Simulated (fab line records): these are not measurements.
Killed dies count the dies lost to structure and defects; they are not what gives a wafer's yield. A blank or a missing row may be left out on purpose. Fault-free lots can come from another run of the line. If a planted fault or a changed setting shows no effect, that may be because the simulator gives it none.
Chamber matching -- flow n5Finfet -- N5_BEOL_M11_ETCH_65 on rieDiel-05: 4 sister chambers
The step etches SiARC in CF4, target depth 39 nm, time 65 s. 16 wafers are shown with their chamber, then 8 later ones without.

## WAFERS, EACH WITH ITS CHAMBER
wafer,chamber,drypumpMotorCurrentA (A),throttleValvePct (%),oesProductAu (a.u.)
L076.4,3,5.8,15.90,0.59
L076.5,3,5.9,15.88,0.59
L076.6,0,6.6,15.41,0.62
L080.1,3,5.9,15.93,0.58
L080.4,1,5.3,15.40,0.79
L080.5,0,6.6,15.42,0.61
L081.1,2,6.6,15.60,0.62
L081.2,1,5.3,15.42,0.79
L081.6,2,6.7,15.59,0.61
L084.1,3,5.9,15.93,0.58
L084.2,1,5.3,15.40,0.78
L084.5,3,5.9,15.91,0.58
L085.2,1,5.3,15.40,0.77
L085.4,0,6.6,15.41,0.61
L085.6,1,5.3,15.41,0.78
L087.2,0,6.6,15.42,0.60

SIGNATURES (averages over the wafers above)
reading,chamber 0,chamber 1,chamber 2,chamber 3,scatter within a chamber
drypumpMotorCurrentA,6.600,5.300,6.650,5.880,0.0329
throttleValvePct,15.4150,15.4060,15.5950,15.9100,0.0138
oesProductAu,0.6100,0.7820,0.6150,0.5840,0.00736
Rule: for a wafer and a chamber, the distance is found by dividing, reading by reading, the gap between the wafer's reading and the chamber's mean by the reading's scatter, squaring, summing and taking the root. If the next closest chamber is less than 2 further off than the closest, the wafer can't be placed; otherwise it belongs to the closest. How the scatter is found: for the shown wafers, subtract from each reading the mean of its chamber, square and add these, divide the total by (wafers less chambers), then take the root.

## WAFERS WITH NO CHAMBER GIVEN
wafer,drypumpMotorCurrentA (A),throttleValvePct (%),oesProductAu (a.u.)
L087.4,5.8,15.94,0.57
L087.6,5.3,15.42,0.76
L090.2,6.6,15.62,0.61
L090.3,6.6,15.42,0.61
L090.5,5.3,15.42,0.77
L092.2,6.6,15.64,0.61
L092.3,5.3,15.45,0.75
L092.5,5.3,15.44,0.76

## CHAMBER TAKEN BY EACH
wafer,from the rows above,in truth
L087.4,3,3
L087.6,1,1
L090.2,2,2
L090.3,0,0
L090.5,1,1
L092.2,2,2
L092.3,1,1
L092.5,1,1
Placed correctly: 8 of 8. Left unplaced by these rows: 0. Wrongly placed: 0.
